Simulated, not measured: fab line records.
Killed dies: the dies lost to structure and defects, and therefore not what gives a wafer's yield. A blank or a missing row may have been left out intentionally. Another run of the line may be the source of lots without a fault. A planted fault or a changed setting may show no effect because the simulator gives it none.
Split-lot trial -- flow n5-finfet -- 7 lots, 21 wafers read, on a route of 1938 steps

## ABOUT THE SPLIT
At N5_BEOL_M2_COAT_22 (resist thk 30 nm), the setting spin-rpm was moved away from the recipe's 1500 rpm on 9 of the 21 wafers read, by -4.0% to +8.4%. The other wafers ran this setting at the recipe's value.

## FROM THE SPLIT TO THE READING: what the file shows between them, 4 steps
- N5_BEOL_M2_EBR_24
- N5_BEOL_M2_SOFTBAKE_23: time 60 s
- N5_BEOL_M2_EXPOSE_25: exposes mask V1, defocus 5 nm
- N5_BEOL_M2_PEB_26: peb time 60 s

## THE READING
CAR-EUV_of_BEOL_M2_COAT_22.thk-nm (the simulator's own value, which no gauge read), in nm, at N5_BEOL_M2_DEVELOP_27 (develop time 30 s). The file does not state a usual value for it. Here, 12 wafers ran the recipe; their average is 29.6 nm with a standard deviation of 0.11 nm.

wafer,"tool, chamber at the split","spin-rpm as run, rpm",against the recipe,"CAR-EUV_of_BEOL_M2_COAT_22.thk-nm, nm",against lot-mates on the recipe
L076.1,"litho-track-04, 0",1546,+3.1%,29.2,-0.4
L076.3,"litho-track-04, 0",1546,+3.1%,29.2,-0.4
L076.6,"litho-track-04, 0",1500,recipe,29.6,-
L077.1,"litho-track-04, 0",1592,+6.1%,28.8,-0.8
L077.2,"litho-track-04, 0",1592,+6.1%,28.8,-0.8
L077.6,"litho-track-04, 0",1500,recipe,29.6,-
L081.1,"litho-track-04, 0",1500,recipe,29.6,-
L081.2,"litho-track-04, 0",1500,recipe,29.6,-
L081.3,"litho-track-04, 0",1500,recipe,29.6,-
L084.2,"litho-track-03, 0",1441,-3.9%,30.2,+0.6
L084.4,"litho-track-03, 0",1500,recipe,29.6,-
L084.6,"litho-track-03, 0",1500,recipe,29.6,-
L085.1,"litho-track-01, 0",1440,-4.0%,30.2,+0.7
L085.2,"litho-track-01, 0",1500,recipe,29.4,-
L085.5,"litho-track-01, 0",1500,recipe,29.6,-
L088.1,"litho-track-04, 0",1500,recipe,29.8,-
L088.5,"litho-track-04, 0",1500,recipe,29.8,-
L088.6,"litho-track-04, 0",1620,+8.0%,28.6,-1.2
L094.1,"litho-track-04, 0",1500,recipe,29.8,-
L094.3,"litho-track-04, 0",1626,+8.4%,28.4,-1.4
L094.6,"litho-track-04, 0",1626,+8.4%,28.6,-1.2

THE FIT
A straight line over all 21 wafers: CAR-EUV_of_BEOL_M2_COAT_22.thk-nm changes by -0.136 nm for each +1% of spin-rpm; r = -0.98; the points scatter about the line by 0.095 nm.
The same after taking each lot's own level away (the mean of its wafers on the recipe; 21 wafers): -0.15 nm for each +1%; r = -0.99; scatter 0.066 nm.
On that fit, the largest move of spin-rpm shifts the reading by 1.3 nm.
Measured against the standard deviation above, the lots' own levels, which go from 29.50 to 29.80 nm, span 2.7 times it.
Consequently the slope shifts little with the lot-to-lot level, the two slopes agreeing.
Check: for one of the wafers moved furthest among these (+8.4%), held out of the fit, the line's prediction against its lot-mates is -1.2 nm. Against them it came out at -1.4 nm.

## THE WHOLE CHAIN: every reading that the file lists as answering this split, in the file's order
step,what it does,reading,change (the file's fit),r (the file's)
N5_BEOL_M2_COAT_22,resist thk 30 nm,"CAR-EUV_of_BEOL_M2_COAT_22.thk-nm (the simulator's own value, which no gauge read)",-0.144 nm for each +1% of the setting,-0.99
N5_BEOL_M2_DEVELOP_27,develop time 30 s,"CAR-EUV_of_BEOL_M2_COAT_22.thk-nm (the simulator's own value, which no gauge read)",-0.149 nm for each +1% of the setting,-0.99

## THE FILE'S OWN FIT
CAR-EUV_of_BEOL_M2_COAT_22.thk-nm changes by -0.149 nm for each +1% of spin-rpm, r = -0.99.
